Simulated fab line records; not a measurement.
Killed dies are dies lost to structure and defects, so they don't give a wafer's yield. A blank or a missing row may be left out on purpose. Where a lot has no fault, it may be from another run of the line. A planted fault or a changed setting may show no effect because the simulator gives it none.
Matching of chambers	flow n5-finfet	uv-cure-02 running N5_BEOL_M7_CURE_74: 3 sister chambers
The step cures SiCOH lowk, time 240 s. 24 wafers are shown with their chamber, then 12 later ones without.

## WAFERS, EACH WITH ITS CHAMBER
wafer	chamber	wafer_temp_C_max	lamp-power-pct (%)
L078.1	2	386.7	52.25
L078.4	2	386.2	52.34
L078.6	2	386.2	52.30
L078.2	2	386.1	52.37
L078.3	2	386.6	52.29
L078.5	2	386.7	52.38
L079.1	1	386.1	52.30
L079.2	1	386.1	52.31
L079.4	1	386.0	52.40
L080.1	2	386.6	52.28
L080.3	2	386.4	52.29
L080.4	2	386.3	52.38
L083.1	0	386.6	52.32
L083.2	0	386.8	52.31
L083.5	0	386.9	52.32
L086.2	1	386.8	52.35
L086.4	1	386.3	52.23
L086.5	1	386.1	52.30
L088.1	2	386.7	52.22
L088.2	2	386.8	52.27
L088.5	2	386.7	52.33
L093.1	2	386.4	52.25
L093.3	2	386.5	52.30
L093.5	2	386.1	52.30

SIGNATURES, as means of the wafers listed above
reading	chamber 0	chamber 1	chamber 2	scatter within a chamber
wafer_temp_C_max	386.767	386.233	386.467	0.248
lamp-power-pct	52.3167	52.3150	52.3033	0.0484
Rule: a wafer lies at a distance from a chamber equal to the root of the sum of squares, over the readings, of (its reading less the chamber's mean, divided by the reading's scatter). If the next closest chamber is less than 2 further off than the closest, the wafer can't be placed; otherwise it belongs to the closest. The scatter is the square root of a quotient: the sum, over the shown wafers, of each reading's squared deviation from its chamber's mean, divided by wafers minus chambers.

## WAFERS WITH NO CHAMBER GIVEN
wafer	wafer_temp_C_max	lamp-power-pct (%)
L093.2	385.9	52.28
L093.4	387.0	52.26
L093.6	385.7	52.26
L095.1	386.7	52.38
L095.3	386.7	52.29
L095.4	386.5	52.33
L095.2	386.3	52.33
L095.5	386.2	52.29
L095.6	386.1	52.32
L096.1	386.7	52.27
L096.3	386.0	52.27
L096.4	386.2	52.30

## WHICH CHAMBER EACH ONE RAN IN
wafer	from the rows above	in truth
L093.2	can't be placed: 1 or 2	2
L093.4	can't be placed: 0 or 2 or 1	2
L093.6	can't be placed: 1 or 2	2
L095.1	can't be placed: 0 or 2 or 1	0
L095.3	can't be placed: 0 or 2 or 1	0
L095.4	can't be placed: 2 or 0 or 1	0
L095.2	can't be placed: 1 or 2 or 0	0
L095.5	can't be placed: 1 or 2 or 0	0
L095.6	can't be placed: 1 or 2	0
L096.1	can't be placed: 0 or 2 or 1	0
L096.3	can't be placed: 1 or 2 or 0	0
L096.4	can't be placed: 1 or 2 or 0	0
0 of 12 placed correctly. Can't be placed from these rows: 12 (the true chamber is among the candidates in 11). 0 placed wrongly.
